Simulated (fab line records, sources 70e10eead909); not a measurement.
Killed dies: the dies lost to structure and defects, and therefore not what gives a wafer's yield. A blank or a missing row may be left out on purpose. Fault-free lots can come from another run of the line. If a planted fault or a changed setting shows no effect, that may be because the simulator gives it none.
Matching of chambers -- flow nand harc -- NHARC_A_STAIRCASE_DEP_151 on pecvd-01: 3 sister chambers
The step deposits SiO2, target thk 3800 nm. 16 wafers are shown with their chamber, then 8 later ones without.

WAFERS PAIRED WITH THEIR CHAMBERS
wafer,chamber,heater power w (W),mfc precursor sccm (sccm)
L075.1,1,852,200.8
L075.3,0,742,199.7
L075.4,2,454,200.0
L074.1,0,766,200.4
L074.2,1,707,199.9
L074.5,1,685,199.5
L077.2,2,539,199.7
L077.3,0,659,199.5
L077.4,0,638,200.0
L083.1,1,791,200.0
L083.2,2,566,200.9
L083.6,0,643,199.4
L081.1,0,728,199.7
L081.2,2,547,200.8
L081.6,2,442,199.8
L085.1,2,540,200.5

SIGNATURES (means of the wafers above)
reading,chamber 0,chamber 1,chamber 2,scatter within a chamber
heater power w,696.00,758.75,514.67,60.3
mfc precursor sccm,199.783,200.050,200.283,0.473
Rule: distance of a wafer from a chamber = root of the sum over the readings of ((wafer's reading minus chamber's mean) / reading's scatter) squared. The wafer belongs to the nearest chamber; if the next one is less than 2 further off, it can't be placed. How the scatter is found: for the shown wafers, subtract from each reading the mean of its chamber, square and add these, divide the total by (wafers less chambers), then take the root.

WAFERS MISSING THEIR CHAMBER
wafer,heater power w (W),mfc precursor sccm (sccm)
L085.2,770,200.7
L085.3,850,199.7
L091.1,705,200.4
L091.3,811,199.5
L091.4,640,199.3
L095.1,464,199.4
L095.4,702,200.1
L095.6,697,200.1

THE CHAMBER EACH PASSED THROUGH
wafer,from the rows above,in truth
L085.2,can't be placed: 1 or 0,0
L085.3,can't be placed: 1 or 0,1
L091.1,can't be placed: 1 or 0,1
L091.3,can't be placed: 1 or 0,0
L091.4,can't be placed: 0 or 1 or 2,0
L095.1,can't be placed: 2 or 0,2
L095.4,can't be placed: 0 or 1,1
L095.6,can't be placed: 0 or 1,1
Correctly placed: 0 of 8. These rows do not allow placing 8 (true chamber among the candidates in 8). Placed wrongly: 0.
